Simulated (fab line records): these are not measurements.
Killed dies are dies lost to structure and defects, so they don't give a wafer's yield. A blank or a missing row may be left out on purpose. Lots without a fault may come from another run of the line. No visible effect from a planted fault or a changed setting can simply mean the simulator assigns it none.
Split-lot experiment + flow n5_finfet + 21 wafers read from 7 lots, route of 1938 steps

THE SPLIT ITSELF
At N5_BEOL_M1_COAT_62 (time 60 s, resist thk 12 nm), the setting spin_rpm was moved away from the recipe's 1500 rpm on 7 of the 21 wafers read, by -10.1% to +10.4%. All remaining wafers had this setting at the recipe value.

FROM THE SPLIT TO THE READING: what the file shows between them, 4 steps
- N5_BEOL_M1_COAT_73: time 60 s, resist thk 5 nm
- N5_BEOL_M1_COAT_05: resist thk 30 nm
- N5_BEOL_M1_DESCUM_16: chemistry O2, time 7 s
- N5_BEOL_M1_ETCH_74: etches underlayer in N2/H2, target depth 6.5 nm, time 5.2 s

THE READING
CAR-EUV_of_BEOL_M1_COAT_05.thk_nm (the simulator's own value, which no gauge read), in nm, at N5_BEOL_M1_ETCH_63 (etches SiARC in CF4, target depth 15.6 nm, time 26 s). No usual value for it is given in the file. Average 11.2 nm, standard deviation 0.082 nm, over the 14 wafers here run with the recipe.

| wafer  | tool, chamber at the split | spin_rpm as run, rpm | against the recipe | CAR-EUV_of_BEOL_M1_COAT_05.thk_nm, nm | against lot-mates on the recipe |
|--------|----------------------------|----------------------|--------------------|---------------------------------------|---------------------------------|
| L074.1 | litho_track-02, 0          | 1371                 | -8.6%              | 10.6                                  | -0.5                            |
| L074.2 | litho_track-02, 0          | 1500                 | recipe             | 11.2                                  | -                               |
| L074.4 | litho_track-02, 0          | 1500                 | recipe             | 11                                    | -                               |
| L076.1 | litho_track-03, 0          | 1500                 | recipe             | 11.2                                  | -                               |
| L076.3 | litho_track-03, 0          | 1349                 | -10.1%             | 10.8                                  | -0.4                            |
| L076.4 | litho_track-03, 0          | 1349                 | -10.1%             | 10.6                                  | -0.6                            |
| L078.2 | litho_track-05, 0          | 1500                 | recipe             | 11                                    | -                               |
| L078.3 | litho_track-05, 0          | 1500                 | recipe             | 11                                    | -                               |
| L078.4 | litho_track-05, 0          | 1500                 | recipe             | 11.2                                  | -                               |
| L082.3 | litho_track-02, 0          | 1656                 | +10.4%             | 11.6                                  | +0.4                            |
| L082.5 | litho_track-02, 0          | 1500                 | recipe             | 11.2                                  | -                               |
| L082.6 | litho_track-02, 0          | 1656                 | +10.4%             | 11.6                                  | +0.4                            |
| L090.1 | litho_track-03, 0          | 1500                 | recipe             | 11.2                                  | -                               |
| L090.4 | litho_track-03, 0          | 1500                 | recipe             | 11.2                                  | -                               |
| L090.6 | litho_track-03, 0          | 1500                 | recipe             | 11.2                                  | -                               |
| L089.1 | litho_track-02, 0          | 1500                 | recipe             | 11.2                                  | -                               |
| L089.5 | litho_track-02, 0          | 1500                 | recipe             | 11.2                                  | -                               |
| L089.2 | litho_track-02, 0          | 1421                 | -5.3%              | 11                                    | -0.2                            |
| L094.2 | litho_track-02, 0          | 1436                 | -4.3%              | 11                                    | -0.2                            |
| L094.4 | litho_track-02, 0          | 1500                 | recipe             | 11.2                                  | -                               |
| L094.5 | litho_track-02, 0          | 1500                 | recipe             | 11.2                                  | -                               |

FIT RESULTS
A straight line over all 21 wafers: CAR-EUV_of_BEOL_M1_COAT_05.thk_nm changes by +0.0457 nm for each +1% of spin_rpm; r = +0.94; the points scatter about the line by 0.089 nm.
The same after taking each lot's own level away (the mean of its wafers on the recipe; 21 wafers): +0.0452 nm for each +1%; r = +0.96; scatter 0.069 nm.
On that fit, the largest move of spin_rpm shifts the reading by 0.47 nm.
From 11.07 to 11.20 nm: that is the span of the lots' own levels, equal to 1.6 times the standard deviation above.
The two slopes are in agreement: the lot-to-lot level therefore moves the slope only a little.
Check: +0.477 nm against its lot-mates is what the line predicts for one of the wafers moved furthest among these (+10.4%) when that wafer is left out of the fit. It came out at +0.4 nm against them.

THESE WAFERS: OTHER SPLITS
Note: prior to the reading, these wafers also went through further splits. Each is held against what the fit with the lots' levels taken away leaves over:
| other split on the same wafers  | wafers away from the commonest value | r with CAR-EUV_of_BEOL_M1_COAT_05.thk_nm (lot level and that fit taken away) |
|---------------------------------|--------------------------------------|------------------------------------------------------------------------------|
| N5_BEOL_M0_SAQP_ETCH_107 bias_w | 6                                    | +0.38                                                                        |
| N5_BEOL_M1_ILD_DEP_00 time_s    | 6                                    | -0.21                                                                        |

THE WHOLE CHAIN: every reading that the file lists as answering this split, in the file's order
| step               | what it does                                         | reading                                                                            | change (the file's fit)                | r (the file's) |
|--------------------|------------------------------------------------------|------------------------------------------------------------------------------------|----------------------------------------|----------------|
| N5_BEOL_M1_COAT_62 | time 60 s, resist thk 12 nm                          | SiARC_of_BEOL_M1_COAT_62.thk_nm (the simulator's own value, which no gauge read)   | -0.0644 nm for each +1% of the setting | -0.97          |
| N5_BEOL_M1_ETCH_63 | etches SiARC in CF4, target depth 15.6 nm, time 26 s | etch.depth_nm (the simulator's own value, which no gauge read)                     | -0.0621 nm for each +1% of the setting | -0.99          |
| N5_BEOL_M1_ETCH_63 | etches SiARC in CF4, target depth 15.6 nm, time 26 s | CAR-EUV_of_BEOL_M1_COAT_05.thk_nm (the simulator's own value, which no gauge read) | +0.0468 nm for each +1% of the setting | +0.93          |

THE FILE'S OWN FIT
CAR-EUV_of_BEOL_M1_COAT_05.thk_nm changes by +0.0468 nm for each +1% of spin_rpm, r = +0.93.
